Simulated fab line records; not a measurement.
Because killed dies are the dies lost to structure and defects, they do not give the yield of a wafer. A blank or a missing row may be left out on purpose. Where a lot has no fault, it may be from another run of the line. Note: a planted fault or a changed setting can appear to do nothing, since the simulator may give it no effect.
Chamber matching    flow n5 finfet    N5_BEOL_M8_DESCUM_16 on rie diel-06: 4 sister chambers
The step chemistry O2, time 7.9 s. 16 wafers are shown with their chamber, then 8 later ones without.

WAFERS, EACH WITH ITS CHAMBER
wafer   chamber  showerhead plenum p Torr (Torr)  throttle valve pct (%)  oes product au (a.u.)
L578.2  0        2.08                             20.3                    0.73
L578.3  2        2.02                             20.5                    0.81
L578.4  3        2.15                             20.5                    0.71
L579.1  1        2.01                             20.8                    0.76
L579.2  0        2.08                             20.3                    0.73
L579.3  2        2.02                             20.5                    0.82
L584.1  1        2.01                             20.8                    0.73
L584.3  2        2.01                             20.6                    0.80
L584.4  0        2.07                             20.3                    0.71
L583.2  2        2.01                             20.6                    0.79
L583.3  0        2.07                             20.3                    0.71
L583.6  0        2.07                             20.3                    0.71
L596.1  2        2.00                             20.6                    0.77
L596.2  3        2.14                             20.6                    0.68
L596.3  1        2.00                             20.8                    0.72
L593.2  1        2.00                             20.8                    0.72

SIGNATURES (means of the wafers above)
reading                   chamber 0  chamber 1  chamber 2  chamber 3  scatter within a chamber
showerhead plenum p Torr  2.0740     2.0050     2.0120     2.1450     0.00677
throttle valve pct        20.300     20.800     20.560     20.550     0.0376
oes product au            0.7180     0.7325     0.7980     0.6950     0.017
Rule: for each reading, subtract the chamber's mean from the wafer's reading, divide by that reading's scatter and square the result; add these up over the readings and take the root, which gives the wafer's distance from the chamber. If the next closest chamber is less than 2 further off than the closest, the wafer can't be placed; otherwise it belongs to the closest. The scatter: the root of (the sum of the squares of (reading less its chamber's mean) over the shown wafers, divided by (wafers less chambers)).

WAFERS WITHOUT THEIR CHAMBER
wafer   showerhead plenum p Torr (Torr)  throttle valve pct (%)  oes product au (a.u.)
L593.3  2.00                             20.6                    0.78
L593.6  2.00                             20.8                    0.72
L597.3  1.99                             20.8                    0.71
L597.5  1.99                             20.8                    0.71
L597.6  2.00                             20.6                    0.77
L600.1  2.13                             20.3                    0.97
L600.2  2.00                             20.6                    0.76
L600.4  1.99                             20.8                    0.71

WHICH CHAMBER EACH WENT THROUGH
wafer   from the rows above      in truth
L593.3  2                        2
L593.6  1                        1
L597.3  1                        1
L597.5  1                        1
L597.6  2                        2
L600.1  can't be placed: 0 or 3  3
L600.2  2                        2
L600.4  1                        1
Placed correctly: 7 of 8. These rows do not allow placing 1 (true chamber among the candidates in 1). Number placed wrongly: 0.
